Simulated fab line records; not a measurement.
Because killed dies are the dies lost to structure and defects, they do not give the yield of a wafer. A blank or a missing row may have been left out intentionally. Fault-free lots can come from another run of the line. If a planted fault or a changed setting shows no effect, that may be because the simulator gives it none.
Matching of chambers	flow n5_finfet	ald_sin-01 running N5_BEOL_M0_SAQP_SPACER2_ALD_26: 4 sister chambers
The step deposits SiO2, target thk 15 nm, pulse time 1 s, purge time 2 s. 18 wafers are shown with their chamber, then 9 later ones without.

## WAFERS, EACH WITH ITS CHAMBER
wafer	chamber	heater_power_w (W)	precursor_pulse_height_rel	susceptor_temp_C (C)
L077.3	1	416	1.009	299.91
L077.5	1	416	1.011	300.23
L077.6	2	438	0.989	299.72
L079.1	0	439	0.982	299.76
L079.3	3	503	1.003	300.07
L079.5	1	417	0.991	300.03
L081.1	1	413	1.022	300.19
L081.2	3	510	1.027	299.93
L081.3	0	442	0.990	299.82
L084.1	1	406	1.001	299.65
L084.3	0	447	0.993	300.11
L084.6	2	433	0.980	300.06
L083.2	1	395	1.023	300.15
L083.5	1	408	1.025	299.93
L083.6	2	433	0.996	300.01
L086.3	2	446	1.000	300.14
L086.4	0	437	1.029	299.77
L086.5	3	516	0.995	300.20

SIGNATURES (averages over the wafers above)
reading	chamber 0	chamber 1	chamber 2	chamber 3	scatter within a chamber
heater_power_w	441.25	410.14	437.50	509.67	6.7
precursor_pulse_height_rel	0.99850	1.01171	0.99125	1.00833	0.0148
susceptor_temp_C	299.8650	300.0129	299.9825	300.0667	0.182
Rule: a wafer lies at a distance from a chamber equal to the root of the sum of squares, over the readings, of (its reading less the chamber's mean, divided by the reading's scatter). If the next closest chamber is less than 2 further off than the closest, the wafer can't be placed; otherwise it belongs to the closest. The scatter: the root of (the sum of the squares of (reading less its chamber's mean) over the shown wafers, divided by (wafers less chambers)).

## WAFERS MISSING THEIR CHAMBER
wafer	heater_power_w (W)	precursor_pulse_height_rel	susceptor_temp_C (C)
L087.1	405	1.033	299.70
L087.4	432	1.036	300.32
L087.5	410	1.002	299.82
L091.3	434	0.985	300.00
L091.4	412	1.042	300.06
L091.6	507	0.975	300.01
L094.1	439	1.008	299.93
L094.2	402	1.002	299.83
L094.3	502	0.982	299.78

## WHICH CHAMBER EACH ONE RAN IN
wafer	from the rows above	in truth
L087.1	1	1
L087.4	can't be placed: 2 or 0 or 1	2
L087.5	1	1
L091.3	can't be placed: 2 or 0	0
L091.4	1	1
L091.6	3	3
L094.1	can't be placed: 0 or 2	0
L094.2	1	1
L094.3	3	3
Correct placement for 6 of the 9. Can't be placed from these rows: 3 (the true chamber is among the candidates in 3). Number placed wrongly: 0.
